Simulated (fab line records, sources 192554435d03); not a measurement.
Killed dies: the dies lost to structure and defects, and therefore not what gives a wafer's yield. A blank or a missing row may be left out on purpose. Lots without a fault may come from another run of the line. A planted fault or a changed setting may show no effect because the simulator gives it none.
Which of the tools did it? ; flow n5 finfet ; 24 lots, 72 wafers sampled, at 6 steps of a route of 1938

== WHAT THE GAUGES SHOWED, per wafer ==
No reading from a measuring or inspecting step in the record can be judged against a usual standard deviation.

== TOOL THAT RAN EACH LOT (tool first, then ch and the chambers of the sampled wafers, then the start) ==
lot;N5_BEOL_M3_STRIP_36;N5_BEOL_M3_STRIP_97;N5_BEOL_M3_ANNEAL_80;N5_BEOL_M3_SPUTTER_86;N5_BEOL_M3_SPUTTER_96;N5_BEOL_M3_CMP_52
L075;rie diel-04 ch 1,2, day 7 20:35;rie diel-04 ch 1,2, day 7 22:20 or earlier;pvd sputter-02, day 7 22:20;pvd sputter-02, day 7 22:41;pvd sputter-02, day 7 23:47;cmp-01 ch 1,2,3, day 8 01:19
L076;rie diel-05 ch 0,1,3, day 8 01:59;rie diel-05 ch 0,1,3, day 8 03:17 or earlier;pvd sputter-02, day 8 03:17;pvd sputter-02, day 8 03:37;pvd sputter-02, day 8 04:43;cmp-02 ch 0,1, day 8 05:13
L074;rie diel-05 ch 2,3, day 8 05:07;rie diel-05 ch 2,3, day 8 06:44 or earlier;pvd sputter-01, day 8 06:44;pvd sputter-01, day 8 07:06;pvd sputter-01, day 8 08:12;cmp-03 ch 2,3, day 8 09:38
L077;rie diel-04 ch 1,2,3, day 8 11:35;rie diel-04 ch 1,2,3, day 8 13:22 or earlier;pvd sputter-03, day 8 13:22;pvd sputter-03, day 8 13:44;pvd sputter-03, day 8 14:50;cmp-01 ch 2,3, day 8 15:25
L078;rie diel-02 ch 0,1,3, day 8 21:41;rie diel-02 ch 0,1,3, day 8 23:59 or earlier;pvd sputter-03, day 8 23:59;pvd sputter-03, day 9 00:21;pvd sputter-03, day 9 01:27;cmp-02 ch 0,2,3, day 9 02:12
L079;rie diel-04 ch 0,2,3, day 9 06:45;rie diel-04 ch 0,2,3, day 9 08:28 or earlier;pvd sputter-01, day 9 08:28;pvd sputter-01, day 9 08:50;pvd sputter-01, day 9 09:56;cmp-03 ch 0,2,3, day 9 10:25
L080;rie diel-02 ch 2,3, day 9 11:55;rie diel-02 ch 2,3, day 9 13:37 or earlier;pvd sputter-02, day 9 13:37;pvd sputter-02, day 9 13:58;pvd sputter-02, day 9 15:04;cmp-01 ch 0,1, day 9 15:34
L083;rie diel-04 ch 0,1, day 9 15:40;rie diel-04 ch 0,1, day 9 17:35 or earlier;pvd sputter-03, day 9 17:35;pvd sputter-03, day 9 17:57;pvd sputter-03, day 9 19:03;cmp-02 ch 0,1, day 9 19:32
L081;rie diel-04 ch 1,2,3, day 10 00:13;rie diel-04 ch 1,2,3, day 10 03:33 or earlier;pvd sputter-03, day 10 03:33;pvd sputter-03, day 10 03:55;pvd sputter-03, day 10 05:01;cmp-02 ch 1,2, day 10 05:55
L084;rie diel-02 ch 1,2, day 10 17:53;rie diel-02 ch 1,2, day 10 19:39 or earlier;pvd sputter-03, day 10 19:39;pvd sputter-03, day 10 20:01;pvd sputter-03, day 10 21:07;cmp-02 ch 0,2,3, day 10 21:43
L082;rie diel-02 ch 1,2,3, day 10 19:47;rie diel-02 ch 1,2,3, day 10 21:26 or earlier;pvd sputter-01, day 10 21:26;pvd sputter-01, day 10 21:47;pvd sputter-01, day 10 22:53;cmp-02 ch 0,1,2, day 10 23:37
L085;rie diel-02 ch 1,2,3, day 10 20:56;rie diel-02 ch 1,2,3, day 10 22:50 or earlier;pvd sputter-03, day 10 22:50;pvd sputter-03, day 10 23:11;pvd sputter-03, day 11 00:17;cmp-03 ch 1,2,3, day 11 00:57
L088;rie diel-02 ch 1,2,3, day 10 22:32;rie diel-02 ch 1,2,3, day 11 00:26 or earlier;pvd sputter-01, day 11 00:26;pvd sputter-01, day 11 00:47;pvd sputter-01, day 11 01:53;cmp-01 ch 0,3, day 11 02:25
L086;rie diel-02 ch 1,2,3, day 11 02:50;rie diel-02 ch 1,2,3, day 11 05:54 or earlier;pvd sputter-02, day 11 05:54;pvd sputter-02, day 11 06:16;pvd sputter-02, day 11 07:22;cmp-03 ch 0,1,2, day 11 08:07
L087;rie diel-02 ch 0,1,3, day 11 10:29;rie diel-02 ch 0,1,3, day 11 12:06 or earlier;pvd sputter-02, day 11 12:06;pvd sputter-02, day 11 12:28;pvd sputter-02, day 11 13:34;cmp-01 ch 1,2,3, day 11 14:03
L089;rie diel-05 ch 0,3, day 11 10:37;rie diel-05 ch 0,3, day 11 12:14 or earlier;pvd sputter-01, day 11 12:14;pvd sputter-01, day 11 12:35;pvd sputter-01, day 11 13:41;cmp-02 ch 2,3, day 11 14:19
L090;rie diel-04 ch 0,1,2, day 11 19:08;rie diel-04 ch 0,1,2, day 11 20:53 or earlier;pvd sputter-01, day 11 20:53;pvd sputter-01, day 11 21:15;pvd sputter-01, day 11 22:21;cmp-03 ch 0,1,3, day 11 22:51
L092;rie diel-04 ch 0,3, day 12 07:57;rie diel-04 ch 0,3, day 12 09:40 or earlier;pvd sputter-01, day 12 09:40;pvd sputter-01, day 12 10:02;pvd sputter-01, day 12 11:08;cmp-02 ch 0,1,2, day 12 11:37
L093;rie diel-02 ch 0,1,3, day 12 11:18;rie diel-02 ch 0,1,3, day 12 12:59 or earlier;pvd sputter-03, day 12 12:59;pvd sputter-03, day 12 13:20;pvd sputter-03, day 12 14:26;cmp-02 ch 0,1,3, day 12 15:12
L091;rie diel-05 ch 1,2,3, day 12 13:24;rie diel-05 ch 1,2,3, day 12 15:22 or earlier;pvd sputter-01, day 12 15:22;pvd sputter-01, day 12 15:44;pvd sputter-01, day 12 16:50;cmp-03 ch 0,1,2, day 12 17:19
L095;rie diel-02 ch 0,3, day 12 14:04;rie diel-02 ch 0,3, day 12 15:32 or earlier;pvd sputter-02, day 12 15:32;pvd sputter-02, day 12 15:54;pvd sputter-02, day 12 17:00;cmp-02 ch 0,1,3, day 12 17:42
L094;rie diel-02 ch 0,3, day 13 01:31;rie diel-02 ch 0,3, day 13 04:52 or earlier;pvd sputter-02, day 13 04:52;pvd sputter-02, day 13 05:14;pvd sputter-02, day 13 06:20;cmp-02 ch 0,1,3, day 13 06:56
L096;rie diel-02 ch 0,2,3, day 13 15:52;rie diel-02 ch 0,2,3, day 13 17:49 or earlier;pvd sputter-02, day 13 17:49;pvd sputter-02, day 13 18:10;pvd sputter-02, day 13 19:16;cmp-03 ch 0,1,3, day 13 19:48
L097;rie diel-04 ch 0,1,3, day 13 19:13;rie diel-04 ch 0,1,3, day 13 21:53 or earlier;pvd sputter-03, day 13 21:53;pvd sputter-03, day 13 22:15;pvd sputter-03, day 13 23:21;cmp-03 ch 0,3, day 14 00:17
- N5_BEOL_M3_STRIP_36: strips in N2/H2.
- N5_BEOL_M3_STRIP_97: strips in N2/H2, time 10 s.
- N5_BEOL_M3_ANNEAL_80: time 240 s.
- N5_BEOL_M3_SPUTTER_86: material Cu, target thk 4.5 nm, time 8.29 s.
- N5_BEOL_M3_SPUTTER_96: material Cu, target thk 4.5 nm, time 8.29 s.
- N5_BEOL_M3_CMP_52: polishes, stops on SiOC, t overpolish 6.8 s, target thk 40 nm.

== AS READ BY THE TOOLS THEMSELVES (means over the sampled wafers that have a number; for cases with no such wafer, the mark the record gives instead) ==
N5_BEOL_M3_STRIP_36. Usual: drypump motor current A 5.6 A, standard deviation 0.44; oes product au 0.82 a.u., standard deviation 0.081; rf vpp V 59.2 V, standard deviation 1.4; showerhead plenum p Torr 2.56 Torr, standard deviation 0.1; throttle valve pct 23.83 %, standard deviation 0.27.
lot;tool;drypump motor current A (A);oes product au (a.u.);rf vpp V (V);showerhead plenum p Torr (Torr);throttle valve pct (%);flag
L075;rie diel-04;5.8;0.82;59.8;2.63;23.71;
L076;rie diel-05;5.9;0.76;59.8;2.55;23.96;
L074;rie diel-05;5.6;0.84;59.5;2.54;23.69;
L077;rie diel-04;5.8;0.78;58.7;2.55;23.87;
L078;rie diel-02;5.5;0.87;59.2;2.51;23.89;
L079;rie diel-04;5.7;0.85;60.3;2.63;23.84;
L080;rie diel-02;5.8;0.90;60.2;2.57;23.98;
L083;rie diel-04;5.1;0.77;58.7;2.57;23.38;
L081;rie diel-04;5.8;0.78;59.0;2.55;23.87;
L084;rie diel-02;5.6;0.87;59.9;2.62;23.80;
L082;rie diel-02;5.6;0.88;59.7;2.56;23.90;
L085;rie diel-02;5.6;0.88;59.1;2.56;23.90;
L088;rie diel-02;5.5;0.88;59.3;2.56;23.91;
L086;rie diel-02;5.5;0.87;58.9;2.56;23.92;
L087;rie diel-02;5.5;0.83;58.7;2.50;23.92;
L089;rie diel-05;5.7;0.80;60.8;2.60;23.76;
L090;rie diel-04;5.4;0.80;60.6;2.63;23.56;
L092;rie diel-04;5.7;0.80;59.6;2.54;24.00;
L093;rie diel-02;5.5;0.82;58.9;2.49;23.92;
L091;rie diel-05;5.9;0.77;59.0;2.56;23.89;
L095;rie diel-02;5.7;0.82;59.2;2.50;24.00;
L094;rie diel-02;5.7;0.81;59.0;2.50;24.00;
L096;rie diel-02;5.7;0.79;59.1;2.56;23.94;
L097;rie diel-04;5.4;0.87;59.9;2.55;23.66;

N5_BEOL_M3_STRIP_97. Usual: drypump motor current A 5.6 A, standard deviation 0.44; oes product au 0.82 a.u., standard deviation 0.081; rf vpp V 59.2 V, standard deviation 0.89; showerhead plenum p Torr 2.56 Torr, standard deviation 0.1; throttle valve pct 23.84 %, standard deviation 0.27.
lot;tool;drypump motor current A (A);oes product au (a.u.);rf vpp V (V);showerhead plenum p Torr (Torr);throttle valve pct (%);flag
L075;rie diel-04;5.8;0.81;59.9;2.63;23.72;
L076;rie diel-05;5.9;0.76;59.7;2.55;23.96;
L074;rie diel-05;5.6;0.83;58.8;2.54;23.69;
L077;rie diel-04;5.9;0.79;59.8;2.55;23.87;
L078;rie diel-02;5.5;0.86;59.8;2.51;23.88;
L079;rie diel-04;5.7;0.86;59.4;2.63;23.83;
L080;rie diel-02;5.8;0.90;59.4;2.57;23.97;
L083;rie diel-04;5.1;0.77;59.2;2.57;23.39;
L081;rie diel-04;5.8;0.77;59.4;2.55;23.87;
L084;rie diel-02;5.6;0.86;59.9;2.62;23.82;
L082;rie diel-02;5.5;0.88;59.2;2.56;23.92;
L085;rie diel-02;5.5;0.89;59.0;2.56;23.91;
L088;rie diel-02;5.6;0.89;58.8;2.56;23.91;
L086;rie diel-02;5.5;0.88;59.5;2.56;23.91;
L087;rie diel-02;5.5;0.83;58.9;2.50;23.91;
L089;rie diel-05;5.7;0.79;59.1;2.60;23.77;
L090;rie diel-04;5.4;0.79;59.7;2.63;23.57;
L092;rie diel-04;5.7;0.80;58.9;2.54;24.00;
L093;rie diel-02;5.5;0.82;58.8;2.50;23.92;
L091;rie diel-05;5.9;0.77;58.7;2.56;23.87;
L095;rie diel-02;5.7;0.81;58.6;2.50;24.00;
L094;rie diel-02;5.7;0.80;58.7;2.50;24.00;
L096;rie diel-02;5.8;0.79;59.5;2.56;23.93;
L097;rie diel-04;5.4;0.87;59.5;2.55;23.66;

N5_BEOL_M3_ANNEAL_80. Usual: heater power w 813 W, standard deviation 68; susceptor temp C 400.03 C, standard deviation 0.22.
lot;tool;heater power w (W);susceptor temp C (C);flag
L075;pvd sputter-02;867;400.11;
L076;pvd sputter-02;819;400.00;
L074;pvd sputter-01;817;399.88;
L077;pvd sputter-03;870;400.14;
L078;pvd sputter-03;806;400.16;
L079;pvd sputter-01;805;400.19;
L080;pvd sputter-02;792;399.93;
L083;pvd sputter-03;787;400.34;
L081;pvd sputter-03;899;400.34;
L084;pvd sputter-03;767;400.05;
L082;pvd sputter-01;808;400.07;
L085;pvd sputter-03;850;400.06;
L088;pvd sputter-01;781;400.02;
L086;pvd sputter-02;874;399.87;
L087;pvd sputter-02;800;399.77;
L089;pvd sputter-01;815;400.08;
L090;pvd sputter-01;792;399.82;
L092;pvd sputter-01;802;399.88;
L093;pvd sputter-03;828;399.87;
L091;pvd sputter-01;798;400.18;
L095;pvd sputter-02;792;400.17;
L094;pvd sputter-02;754;400.00;
L096;pvd sputter-02;816;400.11;
L097;pvd sputter-03;870;399.97;

N5_BEOL_M3_SPUTTER_86. Usual: susceptor temp C -19.99 C, standard deviation 0.1; throttle valve pct 29.9 %, standard deviation 0.92.
lot;tool;susceptor temp C (C);throttle valve pct (%);flag
L075;pvd sputter-02;-19.98;29.9;
L076;pvd sputter-02;-19.94;29.8;
L074;pvd sputter-01;-20.13;30.5;
L077;pvd sputter-03;-20.08;28.9;
L078;pvd sputter-03;-19.96;29.5;
L079;pvd sputter-01;-20.07;30.2;
L080;pvd sputter-02;-19.99;30.1;
L083;pvd sputter-03;-19.99;29.9;
L081;pvd sputter-03;-19.97;29.4;
L084;pvd sputter-03;-19.99;30.6;
L082;pvd sputter-01;-19.99;30.0;
L085;pvd sputter-03;-19.99;28.8;
L088;pvd sputter-01;-20.04;29.9;
L086;pvd sputter-02;-19.98;29.9;
L087;pvd sputter-02;-19.96;29.8;
L089;pvd sputter-01;-20.04;30.6;
L090;pvd sputter-01;-19.95;30.0;
L092;pvd sputter-01;-19.92;30.5;
L093;pvd sputter-03;-19.98;30.1;
L091;pvd sputter-01;-20.03;30.2;
L095;pvd sputter-02;-19.92;30.0;
L094;pvd sputter-02;-19.96;30.0;
L096;pvd sputter-02;-20.00;29.8;
L097;pvd sputter-03;-19.88;29.3;

N5_BEOL_M3_SPUTTER_96. Usual: susceptor temp C -20.01 C, standard deviation 0.1; throttle valve pct 30.0 %, standard deviation 0.87.
lot;tool;susceptor temp C (C);throttle valve pct (%);flag
L075;pvd sputter-02;-20.00;29.9;
L076;pvd sputter-02;-19.97;30.0;
L074;pvd sputter-01;-20.05;30.6;
L077;pvd sputter-03;-20.01;29.0;
L078;pvd sputter-03;-20.07;29.6;
L079;pvd sputter-01;-19.93;30.1;
L080;pvd sputter-02;-20.06;30.1;
L083;pvd sputter-03;-19.99;29.9;
L081;pvd sputter-03;-19.96;29.4;
L084;pvd sputter-03;-20.06;30.8;
L082;pvd sputter-01;-19.89;30.1;
L085;pvd sputter-03;-20.04;28.9;
L088;pvd sputter-01;-20.08;29.9;
L086;pvd sputter-02;-20.11;30.0;
L087;pvd sputter-02;-19.86;30.1;
L089;pvd sputter-01;-19.94;30.7;
L090;pvd sputter-01;-20.05;30.0;
L092;pvd sputter-01;-19.98;30.4;
L093;pvd sputter-03;-20.06;30.0;
L091;pvd sputter-01;-20.00;30.2;
L095;pvd sputter-02;-20.03;30.0;
L094;pvd sputter-02;-20.08;30.0;
L096;pvd sputter-02;-20.01;30.0;
L097;pvd sputter-03;-20.02;29.3;

N5_BEOL_M3_CMP_52. Usual: barrier field endpoint s 24.4 s, standard deviation 0.61; motor current A 6.2 A, standard deviation 0.75; overpolish run s 6.801 s, standard deviation 0.0095; slurry filter dp kPa 13.49 kPa, standard deviation 0.13; time to endpoint s 61.1 s, standard deviation 2.9.
lot;tool;barrier field endpoint s (s);motor current A (A);overpolish run s (s);slurry filter dp kPa (kPa);time to endpoint s (s);flag
L075;cmp-01;24.5;6.1;6.806;13.57;65.2;
L076;cmp-02;23.3;7.2;6.796;13.48;56.3;
L074;cmp-03;24.7;6.0;6.797;13.43;62.6;
L077;cmp-01;24.7;6.5;6.807;13.53;62.8;
L078;cmp-02;23.7;5.9;6.804;13.55;57.9;
L079;cmp-03;24.4;5.9;6.801;13.50;61.4;
L080;cmp-01;24.5;5.4;6.797;13.53;61.7;
L083;cmp-02;23.9;6.7;6.806;13.42;62.8;
L081;cmp-02;23.5;7.1;6.796;13.57;58.0;
L084;cmp-02;24.3;5.9;6.802;13.42;59.6;
L082;cmp-02;24.1;6.5;6.798;13.44;59.7;
L085;cmp-03;23.9;5.9;6.786;13.51;60.6;
L088;cmp-01;24.3;5.9;6.805;13.31;60.8;
L086;cmp-03;24.4;6.0;6.794;13.66;62.2;
L087;cmp-01;24.7;5.9;6.796;13.49;62.4;
L089;cmp-02;24.9;5.7;6.805;13.37;61.7;
L090;cmp-03;24.5;6.2;6.803;13.37;61.7;
L092;cmp-02;24.5;6.7;6.804;13.42;61.6;
L093;cmp-02;24.9;6.5;6.801;13.45;58.7;
L091;cmp-03;24.2;5.9;6.800;13.48;61.7;
L095;cmp-02;24.8;6.5;6.798;13.46;58.3;
L094;cmp-02;24.7;6.4;6.795;13.64;57.8;
L096;cmp-03;24.3;6.2;6.801;13.47;64.1;
L097;cmp-03;24.8;6.0;6.813;13.55;63.5;

== THE ANSWER, worked out from the rows above alone ==
Rule: take the mean of a lot's wafers that have a number; if it is more than 3 standard deviations from the usual mean, the lot is off. Also off: a lot with no number at a reading for which 4 or more lots have one. Any other lot the step has rows for is counted as sound. First the gauges in route order, then the tools' own readings, where a lot's mean is used as printed above. At the first step where some lot is off, the reading lying furthest off is the one used; lots without a number count as furthest.
Across all readings shown, no lot is off: no conclusion can be drawn from this.

== WHAT THE SIMULATOR HAD INSERTED ==
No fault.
